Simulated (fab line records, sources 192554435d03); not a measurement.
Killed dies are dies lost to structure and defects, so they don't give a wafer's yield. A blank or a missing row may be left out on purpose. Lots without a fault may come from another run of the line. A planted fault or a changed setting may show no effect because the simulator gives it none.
A struck lot beside a sound one | flow n5_finfet | 38 steps out of a route of 1938
Sound: wafers L765.2, L765.4, L765.5. Struck: wafers L776.2, L776.4. The cause comes at the end.
At each step with rows: each side's tool, then ch and its chambers, then its first start. Under that, the readings that differ: sound wafers | struck wafers | difference of the means | sigmas: that difference in standard deviations of wafers without a fault.
alike: readings whose means differ by less than 2 such deviations, and words and numbers that are the same on both sides. not compared: withheld readings, readings that some wafer has no value for, bounds like >300 that may hide the same value, and numbers for which the record gives no deviation and whose values overlap.
The two part at a step that has a row with sigmas, a row that says differs or no value, or rows on one side only. Numbers that don't overlap but have no deviation are shown without sigmas and don't part them. A reading that every wafer of one side lacks parts them only if that side has two wafers or more.

first, 9 steps without rows for these wafers: N5_BEOL_M4_ANNEAL_95 (time 240 s); N5_BEOL_M4_SPUTTER_96 (material Cu, target thk 4.5 nm, time 8.29 s); N5_BEOL_M4_ECD_50 (material Cu, target thk 300 nm); N5_BEOL_M4_ANNEAL_51 (time 90 s); N5_BEOL_M4_CMP_52 (polishes, stops on SiOC, t overpolish 6.8 s, target thk 40 nm); N5_BEOL_M4_PRE_CLEAN_60 (time 15 s); N5_BEOL_M4_CO_CAP_55 (material Co, precursor CCTBA/H2, target thk 2 nm, time 102.1 s); N5_BEOL_M4_PRE_CLEAN_56 (time 15 s); N5_BEOL_M4_DEP_57 (deposits SiCN from 3MS/NH3, target thk 8 nm, time 14 s).
N5_BEOL_M4_RC_MEAS_101:
  sound on prober-02 ch 0, day 9 19:25; struck on prober-01 ch 0, day 12 21:52
  reading       | sound          | struck    | difference | sigmas
  SS_P (mV/dec) | 73.9 74.4 73.2 | 72.4 72.2 | -1.5       | -2
  alike: DIBL_N, DIBL_P, IOFF_N, IOFF_P, ION_N, ION_P, SS_N, VT_N, VT_P
then, 24 steps without rows for these wafers: N5_BEOL_M5_ILD_DEP_00 (deposits SiCOH lowk from DEMS/porogen, target thk 140.64 nm, time 25.9 s); N5_BEOL_M5_CURE_79 (cures SiCOH lowk, time 240 s); N5_BEOL_M5_PECVD_70 (deposits SiO2 from TEOS/O2, target thk 16 nm, time 18 s); N5_BEOL_M5_HM_DEP_02 (deposits TiN, target thk 20 nm); N5_BEOL_M5_COAT_59 (time 60 s, resist thk 60 nm); N5_BEOL_M5_COAT_60 (time 60 s, resist thk 12 nm); N5_BEOL_M5_COAT_71 (time 60 s, resist thk 5 nm); N5_BEOL_M5_COAT_05 (resist thk 30 nm); N5_BEOL_M5_EBR_07; N5_BEOL_M5_SOFTBAKE_06 (time 60 s); N5_BEOL_M5_EXPOSE_08 (exposes mask M5, target cd 28 nm); N5_BEOL_M5_PEB_09 (peb time 60 s); N5_BEOL_M5_DEVELOP_10 (develop time 30 s); N5_BEOL_M5_DESCUM_16 (chemistry O2, time 7 s); N5_BEOL_M5_ETCH_72 (etches underlayer in N2/H2, target depth 6.5 nm, time 5.2 s); N5_BEOL_M5_ETCH_61 (etches SiARC in CF4, target depth 15.6 nm, time 26 s); N5_BEOL_M5_ETCH_62 (etches SOC in N2/H2, target depth 75 nm, overetch 15 nm, time 112.5 s); N5_BEOL_M5_STRIP_63 (strips in N2/H2); N5_BEOL_M5_STRIP_73 (strips in N2/H2); N5_BEOL_M5_STRIP_64 (strips in CF4); N5_BEOL_M5_HM_OPEN_17 (chemistry Cl2/BCl3, target TiN, target depth 20 nm, overetch 6 nm); N5_BEOL_M5_STRIP_19 (strips in O2); N5_BEOL_M5_COAT_65 (time 60 s, resist thk 60 nm); N5_BEOL_M5_COAT_66 (time 60 s, resist thk 12 nm).
-- the record jumps here: 3 days lie between the struck wafers' starts before and after (it left off in module BEOL_M5 and takes up again in module BEOL_M10, whose first step shown is number 1530 of the route) --
N5_BEOL_M10_CMP_52: polishes, stops on SiCOH lowk, t overpolish 7 s, target thk 140 nm.
  sound on cmp-03 ch 2,3, day 12 11:24; struck on cmp-03 ch 0,1, day 15 11:37
  reading                      | sound             | struck      | difference | sigmas
  barrier_field_endpoint_s (s) | 27.9 27.1 27.1    | 46.7 46.7   | +19.3      | +22
  overpolish_run_s (s)         | 7.004 7.016 6.992 | 0.045 0.036 | -6.963     | -99 or more
  time_to_endpoint_s (s)       | 60 55 59          | 85 85       | +27        | +7
  alike: motor_current_A, retaining_ring_pressure_frac
N5_BEOL_M10_THK_MEAS_53: measures by xrf.
  sound on film_metro-01, day 12 11:40; struck on film_metro-02, day 15 11:50
  reading      | sound       | struck  | difference | sigmas
  M10_THK (nm) | 141 137 136 | 255 276 | +128       | +34
N5_BEOL_M10_INSPECT_58: inspects for defects (darkfield).
  sound on defect_inspect-02, day 12 11:49; struck on defect_inspect-01, day 15 12:00
  reading          | sound    | struck    | difference | sigmas
  raw_defect_count | 95 86 81 | 2193 2274 | +2146      | +89
N5_PASSIVATION_PROBE_49:
  sound on prober-02, day 14 15:57; struck on prober-02, day 17 10:19
  reading                  | sound          | struck    | difference | sigmas
  defect_limited_yield (%) | 92.9 92.5 94.6 | 0 0       | -93        | -62
  killed_at_M0_to_M3       | 23 29 27       | 45 53     | +23        | +2
  killed_at_M4_up          | 10 18 9        | 1084 1072 | +1066      | +99 or more
  killed_dies              | 84 89 64       | 1180 1180 | +1101      | +61
  killed_on_rim            | 14 9 12        | 152 152   | +140       | +39
  killed_short             | 22 24 21       | 47 56     | +29        | +4
  sort_bin_5_function (%)  | 4.0 5.0 3.1    | 5.3 6.5   | +1.9       | +2
  sort_bin_6_memory (%)    | 2.7 2.5 2.3    | 4.0 4.1   | +1.5       | +2
  sort_n_pass              | 1096 1091 1116 | 0 0       | -1101      | -61
  sort_yield_pct (%)       | 92.9 92.5 94.6 | 0 0       | -93        | -62
  alike: killed_at_contacts, killed_at_front_end, killed_at_other, killed_open, sort_bin_8_speed

WHERE THEY PART
First at N5_BEOL_M4_RC_MEAS_101; last, within this record, at N5_PASSIVATION_PROBE_49.

WHY: what the simulator had put in
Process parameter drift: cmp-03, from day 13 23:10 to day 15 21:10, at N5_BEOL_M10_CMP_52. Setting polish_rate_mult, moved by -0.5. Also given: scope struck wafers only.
